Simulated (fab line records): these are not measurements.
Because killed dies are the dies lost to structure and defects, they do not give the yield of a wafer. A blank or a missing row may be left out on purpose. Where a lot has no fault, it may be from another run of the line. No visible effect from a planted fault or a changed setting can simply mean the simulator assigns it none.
Matching of chambers ; flow nandHarc ; NHARC_P_BONDPAD_CMP_19 on cmp-04: 4 sister chambers
The step polishes, t overpolish 30 s, cu recess touch 16 s, target thk 160.81 nm. 8 wafers are shown with their chamber, then 7 later ones without.

WAFERS PAIRED WITH THEIR CHAMBERS
wafer;chamber;motorCurrentA (A);overpolishRunS (s)
L156.1;1;12.9;29.992
L160.3;3;13.4;29.995
L160.4;1;13.1;29.997
L161.3;0;12.6;29.985
L161.4;3;13.1;30.004
L161.5;2;10.2;29.995
L162.2;2;10.1;29.992
L162.5;0;12.0;30.015

WAFERS MISSING THEIR CHAMBER
wafer;motorCurrentA (A);overpolishRunS (s)
L162.6;13.0;30.015
L163.2;12.7;29.996
L163.3;13.3;30.003
L163.4;12.0;30.015
L173.1;10.0;29.999
L173.3;12.0;29.995
L173.6;10.2;29.983

THE CHAMBER EACH PASSED THROUGH
wafer;from the rows above;in truth
L162.6;can't be placed: 3 or 1 or 0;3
L163.2;can't be placed: 1 or 0 or 3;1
L163.3;can't be placed: 3 or 1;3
L163.4;0;0
L173.1;2;2
L173.3;0;0
L173.6;2;2
Placed correctly: 4 of 7. Can't be placed from these rows: 3 (the true chamber is among the candidates in 3). 0 placed wrongly.
How it was worked out, from the rows above alone: a wafer's distance from a chamber is the root of the sum, over the readings, of the square of ((its reading less the chamber's mean) divided by the reading's scatter). If the next closest chamber is less than 2 further off than the closest, the wafer can't be placed; otherwise it belongs to the closest. For every chamber, the mean is computed from those of its wafers that are shown. How the scatter is found: for the shown wafers, subtract from each reading the mean of its chamber, square and add these, divide the total by (wafers less chambers), then take the root.
